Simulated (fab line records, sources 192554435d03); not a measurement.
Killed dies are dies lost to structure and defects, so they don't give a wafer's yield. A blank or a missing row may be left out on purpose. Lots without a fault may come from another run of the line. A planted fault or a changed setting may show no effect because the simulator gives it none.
Split-lot experiment | flow n5_finfet | 7 lots, 21 wafers read, on a route of 1938 steps

THE SPLIT
At N5_BEOL_M0_SAQP_CUT_ETCH_46 (etches SOC in N2/H2, target depth 135 nm, overetch 27 nm, time 202.5 s), the setting source_w was moved away from the recipe's 840 W on 8 of the 21 wafers read, by -14.1% to +16.6%. The other wafers ran this setting at the recipe's value.

The reading is taken at the split's own step.

THE READING
rf_vpp_V, in V, at N5_BEOL_M0_SAQP_CUT_ETCH_46 (etches SOC in N2/H2, target depth 135 nm, overetch 27 nm, time 202.5 s). Fault-free wafers of this fab line usually give 524.1 V, standard deviation 2.4 V.

wafer  | tool, chamber at the split | source_w as run, W | against the recipe | rf_vpp_V, V | against lot-mates on the recipe
L074.1 | rie_diel-02, 0             | 840                | recipe             | 520.7       | -
L074.2 | rie_diel-02, 1             | 840                | recipe             | 525.6       | -
L074.3 | rie_diel-02, 3             | 840                | recipe             | 524.1       | -
L075.1 | rie_diel-05, 0             | 840                | recipe             | 523.3       | -
L075.3 | rie_diel-05, 1             | 979.6              | +16.6%             | 499.8       | -23.5
L075.5 | rie_diel-05, 1             | 979.6              | +16.6%             | 499.1       | -24.2
L081.2 | rie_diel-05, 1             | 840                | recipe             | 526.9       | -
L081.3 | rie_diel-05, 0             | 756.9              | -9.9%              | 541.0       | +15.8
L081.4 | rie_diel-05, 2             | 840                | recipe             | 523.5       | -
L084.3 | rie_diel-04, 2             | 840                | recipe             | 523.2       | -
L084.4 | rie_diel-04, 0             | 751.5              | -10.5%             | 543.7       | +20.5
L084.6 | rie_diel-04, 0             | 751.5              | -10.5%             | 542.8       | +19.6
L085.1 | rie_diel-05, 2             | 840                | recipe             | 524.6       | -
L085.2 | rie_diel-05, 0             | 840                | recipe             | 524.9       | -
L085.6 | rie_diel-05, 0             | 840                | recipe             | 523.1       | -
L092.2 | rie_diel-04, 0             | 840                | recipe             | 522.6       | -
L092.3 | rie_diel-04, 2             | 840                | recipe             | 522.0       | -
L092.5 | rie_diel-04, 0             | 840                | recipe             | 525.3       | -
L094.2 | rie_diel-05, 3             | 721.5              | -14.1%             | 556.6       | no lot-mate on the recipe
L094.3 | rie_diel-05, 0             | 721.5              | -14.1%             | 550.1       | no lot-mate on the recipe
L094.6 | rie_diel-05, 0             | 721.5              | -14.1%             | 549.8       | no lot-mate on the recipe

THE FIT
A straight line over all 21 wafers: rf_vpp_V changes by -1.73 V for each +1% of source_w; r = -0.99; the points scatter about the line by 2.6 V.
The same after taking each lot's own level away (the mean of its wafers on the recipe; 18 wafers): -1.57 V for each +1%; r = -0.99; scatter 1.8 V.
On that fit, the largest move of source_w shifts the reading by 26 V.
The lots' own levels span 523.20 to 525.20 V, that is 0.8 times the standard deviation above.
So the lot-to-lot level changes the slope: the two fits differ.
Check: with one of the wafers moved furthest among these (+16.6%) left out of the fit, the line predicts -26.7 V for it against its lot-mates. It came out at -23.5 V against them.
Tool readings at the split's step, against how far the setting was moved: rf_vpp_V r = -0.99.

OTHER SPLITS ON THESE WAFERS
These wafers also went through other splits before the reading. Each is held against what the fit with the lots' levels taken away leaves over:
other split on the same wafers    | wafers away from the commonest value | r with rf_vpp_V (lot level and that fit taken away)
N5_BEOL_M0_SAQP_EXPOSE_37 dose_mj | 7                                    | +0.31

THE WHOLE CHAIN: every reading that the file lists as answering this split, in the file's order
step                        | what it does                                                           | reading                                                                               | change (the file's fit)                | r (the file's)
N5_BEOL_M0_SAQP_CUT_ETCH_46 | etches SOC in N2/H2, target depth 135 nm, overetch 27 nm, time 202.5 s | rf_vpp_V                                                                              | -1.58 V for each +1% of the setting    | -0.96
N5_BEOL_M0_SAQP_CUT_ETCH_46 | etches SOC in N2/H2, target depth 135 nm, overetch 27 nm, time 202.5 s | SiARC_of_BEOL_M0_SAQP_COAT_72.thk_nm (the simulator's own value, which no gauge read) | -0.0693 nm for each +1% of the setting | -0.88

THE FILE'S OWN FIT
rf_vpp_V changes by -1.58 V for each +1% of source_w, r = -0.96.
